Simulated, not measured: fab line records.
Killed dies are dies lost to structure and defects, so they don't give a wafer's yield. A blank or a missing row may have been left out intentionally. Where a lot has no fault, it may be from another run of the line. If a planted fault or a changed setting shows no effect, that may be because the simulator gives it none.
Which tool was responsible? ; flow nand_harc ; 72 wafers sampled from 24 lots at 1 step of a route of 1302

WHAT THE GAUGES SHOWED, per wafer
NHARC_P_CONTACT_INSPECT_14.
lot;measured;on;raw_defect_count
L074;day 6 02:20;defect_inspect-01;3 0 5
L075;day 6 20:04;defect_inspect-02;4 5 3
L076;day 6 21:52;defect_inspect-02;7 1 6
L077;day 7 03:36;defect_inspect-02;2 4 2
L078;day 7 10:28;defect_inspect-02;0 1 3
L079;day 7 23:07;defect_inspect-02;2 1 0
L080;day 8 08:16;defect_inspect-01;5 5 3
L081;day 9 00:47;defect_inspect-02;7 6 8
L082;day 9 00:57;defect_inspect-01;3 0 5
L083;day 10 02:20;defect_inspect-01;2 3 4
L084;day 10 04:36;defect_inspect-02;3 6 2
L085;day 10 11:17;defect_inspect-01;3 4 1
L086;day 11 01:49;defect_inspect-02;5 0 2
L087;day 11 02:06;defect_inspect-02;2 5 5
L088;day 12 01:29;defect_inspect-02;8 7 8
L089;day 12 03:23;defect_inspect-02;1 1 2
L090;day 12 20:07;defect_inspect-01;5 2 7
L091;day 13 00:26;defect_inspect-01;4 3 4
L092;day 13 08:26;defect_inspect-02;4 3 1
L093;day 14 02:18;defect_inspect-01;3 3 5
L094;day 14 10:15;defect_inspect-01;0 4 2
L096;day 14 23:56;defect_inspect-01;3 2 1
L095;day 15 00:50;defect_inspect-01;5 4 7
L097;day 15 10:07;defect_inspect-01;7 3 5

WHICH TOOL RAN EACH LOT (tool, then ch and the chambers of the sampled wafers, then the start)
There is no process step in the record ahead of these readings.

WHAT THE TOOLS THEMSELVES READ (means of the sampled wafers that have a number; where no wafer has one, the mark that the record gives instead)
The record holds no such reading with a usual standard deviation.

THE ANSWER, worked out from the rows above alone
Rule: usual is defined by the lots themselves. The widest of any qualifying gaps counts: lots, ordered by their means at a reading, are off when they make up no more than a third of the lots, leave a main group of 4 or more, and stand apart from it by 3 or more times the standard deviation of that group's means. Not used: any main group whose means are identical at the precision the tables above print for the reading. Also off: a lot with no number at a reading for which 4 or more lots have one. Any other lot the step has rows for is counted as sound. Order of review: gauges by route order, followed by the tools' own readings, for which a lot's mean as printed above is used. At the first step where some lot is off, the reading lying furthest off is the one used; lots without a number count as furthest.
No lot is off on any of the readings shown, so nothing can be concluded from this.

WHAT HAD BEEN PUT IN BY THE SIMULATOR
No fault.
